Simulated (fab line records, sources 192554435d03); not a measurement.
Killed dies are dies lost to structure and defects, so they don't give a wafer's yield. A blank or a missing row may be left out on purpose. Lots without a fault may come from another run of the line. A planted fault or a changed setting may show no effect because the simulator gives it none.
Chamber matching | flow n5_finfet | N5_MOL_CONTACT_COAG_ETCH_105 on rie_diel-01: 3 sister chambers
The step etches SiARC in CF4, target depth 15.6 nm, time 26 s. 18 wafers are shown with their chamber, then 7 later ones without.

WAFERS WITH THEIR CHAMBER
wafer  | chamber | throttle_valve_pct (%) | oes_product_au (a.u.) | showerhead_plenum_p_Torr (Torr)
L074.1 | 0       | 15.13                  | 0.80                  | 2.106
L074.2 | 3       | 15.78                  | 0.65                  | 2.142
L074.5 | 0       | 15.12                  | 0.79                  | 2.106
L077.4 | 2       | 16.06                  | 0.58                  | 2.117
L077.5 | 2       | 16.07                  | 0.59                  | 2.117
L077.6 | 3       | 15.80                  | 0.64                  | 2.139
L078.4 | 3       | 15.78                  | 0.64                  | 2.138
L078.5 | 0       | 15.13                  | 0.77                  | 2.103
L078.6 | 3       | 15.80                  | 0.64                  | 2.138
L081.3 | 3       | 15.81                  | 0.64                  | 2.135
L081.5 | 0       | 15.17                  | 0.76                  | 2.100
L081.6 | 2       | 16.10                  | 0.58                  | 2.113
L082.1 | 0       | 15.17                  | 0.76                  | 2.100
L082.3 | 3       | 15.81                  | 0.63                  | 2.135
L082.5 | 2       | 16.10                  | 0.58                  | 2.113
L083.2 | 0       | 15.17                  | 0.76                  | 2.099
L083.5 | 0       | 15.18                  | 0.76                  | 2.099
L083.6 | 3       | 15.82                  | 0.63                  | 2.134

SIGNATURES (means of the wafers above)
reading                  | chamber 0 | chamber 2 | chamber 3 | scatter within a chamber
throttle_valve_pct       | 15.1529   | 16.0825   | 15.8000   | 0.0207
oes_product_au           | 0.7714    | 0.5825    | 0.6386    | 0.0117
showerhead_plenum_p_Torr | 2.10186   | 2.11500   | 2.13729   | 0.00286
Rule: a wafer's distance from a chamber is the root of the sum, over the readings, of the square of ((its reading less the chamber's mean) divided by the reading's scatter). The wafer belongs to the nearest chamber; if the next one is less than 2 further off, it can't be placed. The scatter: the root of (the sum of the squares of (reading less its chamber's mean) over the shown wafers, divided by (wafers less chambers)).

WAFERS WITHOUT THEIR CHAMBER
wafer  | throttle_valve_pct (%) | oes_product_au (a.u.) | showerhead_plenum_p_Torr (Torr)
L088.2 | 15.83                  | 0.63                  | 2.131
L088.4 | 15.19                  | 0.74                  | 2.095
L088.6 | 15.57                  | 0.84                  | 2.111
L089.3 | 15.19                  | 0.74                  | 2.094
L090.1 | 15.19                  | 0.74                  | 2.094
L090.2 | 15.61                  | 0.81                  | 2.110
L090.6 | 15.86                  | 0.62                  | 2.128

WHICH CHAMBER EACH WENT THROUGH
wafer  | from the rows above     | in truth
L088.2 | 3                       | 3
L088.4 | 0                       | 0
L088.6 | can't be placed: 0 or 3 | 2
L089.3 | 0                       | 0
L090.1 | 0                       | 0
L090.2 | 3                       | 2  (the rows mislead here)
L090.6 | 3                       | 3
Placed correctly: 5 of 7. Can't be placed from these rows: 1 (the true chamber is among the candidates in 0). Placed wrongly: 1.
